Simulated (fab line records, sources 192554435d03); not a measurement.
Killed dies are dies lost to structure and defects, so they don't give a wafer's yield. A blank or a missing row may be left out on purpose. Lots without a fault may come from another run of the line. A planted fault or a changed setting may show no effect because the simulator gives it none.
Split-lot experiment | flow n5_finfet | 7 lots, 39 wafers read, on a route of 1938 steps

THE SPLIT
At N5_MOL_CONTACT_COAG_ETCH_106 (etches SOC in N2/H2, target depth 80 nm, overetch 16 nm, time 120 s), the setting target_depth_a was moved away from the recipe's 800 angstrom on 15 of the 39 wafers read, by -11.8% to +12.0%. The other wafers ran this setting at the recipe's value.

The reading is taken at the split's own step.

THE READING
SiARC_of_MOL_CONTACT_COAG_COAT_104.thk_nm (the simulator's own value, which no gauge read), in nm, at N5_MOL_CONTACT_COAG_ETCH_106 (etches SOC in N2/H2, target depth 80 nm, overetch 16 nm, time 120 s). The file gives no usual value for it. The 24 wafers here that ran the recipe average 6.4 nm, standard deviation 0.11 nm.

wafer  | tool, chamber at the split | target_depth_a as run, angstrom | against the recipe | SiARC_of_MOL_CONTACT_COAG_COAT_104.thk_nm, nm | against lot-mates on the recipe
L074.1 | rie_diel-06, 1,0,3,2,3,0   | 800                             | recipe             | 6.4                                           | -
L074.2 | rie_diel-06, 1,0,3,2,3,0   | 800                             | recipe             | 6.4                                           | -
L074.3 | rie_diel-06, 1,0,3,2,3,0   | 800                             | recipe             | 6.4                                           | -
L074.4 | rie_diel-06, 1,0,3,2,3,0   | 800                             | recipe             | 6.4                                           | -
L074.5 | rie_diel-06, 1,0,3,2,3,0   | 800                             | recipe             | 6.4                                           | -
L074.6 | rie_diel-06, 1,0,3,2,3,0   | 800                             | recipe             | 6.4                                           | -
L076.1 | rie_diel-01, 2             | 728.5                           | -8.9%              | 7                                             | +0.5
L076.2 | rie_diel-01, 3             | 728.5                           | -8.9%              | 6.8                                           | +0.3
L076.4 | rie_diel-01, 3             | 728.5                           | -8.9%              | 6.8                                           | +0.3
L076.3 | rie_diel-01, 0             | 800                             | recipe             | 6.4                                           | -
L076.5 | rie_diel-01, 0             | 800                             | recipe             | 6.4                                           | -
L076.6 | rie_diel-01, 2             | 800                             | recipe             | 6.6                                           | -
L080.3 | rie_diel-01, 0             | 800                             | recipe             | 6.4                                           | -
L080.4 | rie_diel-01, 2             | 800                             | recipe             | 6.6                                           | -
L080.5 | rie_diel-01, 2             | 800                             | recipe             | 6.6                                           | -
L081.1 | rie_diel-01, 1             | 843.1                           | +5.4%              | 6                                             | -0.5
L081.5 | rie_diel-01, 1             | 843.1                           | +5.4%              | 6                                             | -0.5
L081.2 | rie_diel-01, 3             | 800                             | recipe             | 6.4                                           | -
L081.3 | rie_diel-01, 0,2           | 800                             | recipe             | 6.6                                           | -
L081.4 | rie_diel-01, 0,2           | 800                             | recipe             | 6.6                                           | -
L081.6 | rie_diel-01, 0             | 843.1                           | +5.4%              | 6.2                                           | -0.3
L083.1 | rie_diel-03, 0,2,0         | 800                             | recipe             | 6.4                                           | -
L083.4 | rie_diel-03, 0,2,0         | 800                             | recipe             | 6.4                                           | -
L083.6 | rie_diel-03, 0,2,0         | 800                             | recipe             | 6.4                                           | -
L083.2 | rie_diel-03, 3,1,1         | 705.4                           | -11.8%             | 7                                             | +0.6
L083.3 | rie_diel-03, 3,1,1         | 705.4                           | -11.8%             | 7                                             | +0.6
L083.5 | rie_diel-03, 3,1,1         | 705.4                           | -11.8%             | 7                                             | +0.6
L090.1 | rie_diel-01, 0             | 847                             | +5.9%              | 6.2                                           | -0.1
L090.6 | rie_diel-01, 0             | 847                             | +5.9%              | 6.2                                           | -0.1
L090.2 | rie_diel-01, 1             | 800                             | recipe             | 6.2                                           | -
L090.4 | rie_diel-01, 1             | 800                             | recipe             | 6.2                                           | -
L090.3 | rie_diel-01, 2             | 800                             | recipe             | 6.6                                           | -
L090.5 | rie_diel-01, 2             | 847                             | +5.9%              | 6.4                                           | +0.1
L096.1 | rie_diel-06, 3,2,1         | 800                             | recipe             | 6.4                                           | -
L096.2 | rie_diel-06, 3,2,1         | 800                             | recipe             | 6.4                                           | -
L096.4 | rie_diel-06, 3,2,1         | 800                             | recipe             | 6.4                                           | -
L096.3 | rie_diel-06, 0,3,2         | 896.2                           | +12.0%             | 5.8                                           | -0.6
L096.5 | rie_diel-06, 0,3,2         | 896.2                           | +12.0%             | 5.8                                           | -0.6
L096.6 | rie_diel-06, 0,3,2         | 896.2                           | +12.0%             | 5.8                                           | -0.6
Where a row lists several chambers, the file gives one row for several wafers and doesn't say which wafer went through which chamber.

THE FIT
A straight line over all 39 wafers: SiARC_of_MOL_CONTACT_COAG_COAT_104.thk_nm changes by -0.0494 nm for each +1% of target_depth_a; r = -0.93; the points scatter about the line by 0.11 nm.
The same after taking each lot's own level away (the mean of its wafers on the recipe; 39 wafers): -0.0486 nm for each +1%; r = -0.92; scatter 0.12 nm.
On that fit, the largest move of target_depth_a shifts the reading by 0.58 nm.
The lots' own levels span 6.33 to 6.53 nm, that is 1.8 times the standard deviation above.
So the lot-to-lot level changes the slope little: the two slopes agree.
Check: with one of the wafers moved furthest among these (+12.0%) left out of the fit, the line predicts -0.583 nm for it against its lot-mates. It came out at -0.6 nm against them.

OTHER SPLITS ON THESE WAFERS
These wafers also went through other splits before the reading. Each is held against what the fit with the lots' levels taken away leaves over:
other split on the same wafers       | wafers away from the commonest value | r with SiARC_of_MOL_CONTACT_COAG_COAT_104.thk_nm (lot level and that fit taken away)
N5_DUMMY_GATE_ETCH_37 source_w       | 15                                   | -0.24
N5_DUMMY_GATE_ETCH_44 target_depth_a | 18                                   | -0.16
N5_GATE_CUT_EXPOSE_10 dose_mj        | 12                                   | -0.31

THE FILE'S OWN FIT
SiARC_of_MOL_CONTACT_COAG_COAT_104.thk_nm changes by -0.0486 nm for each +1% of target_depth_a, r = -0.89.
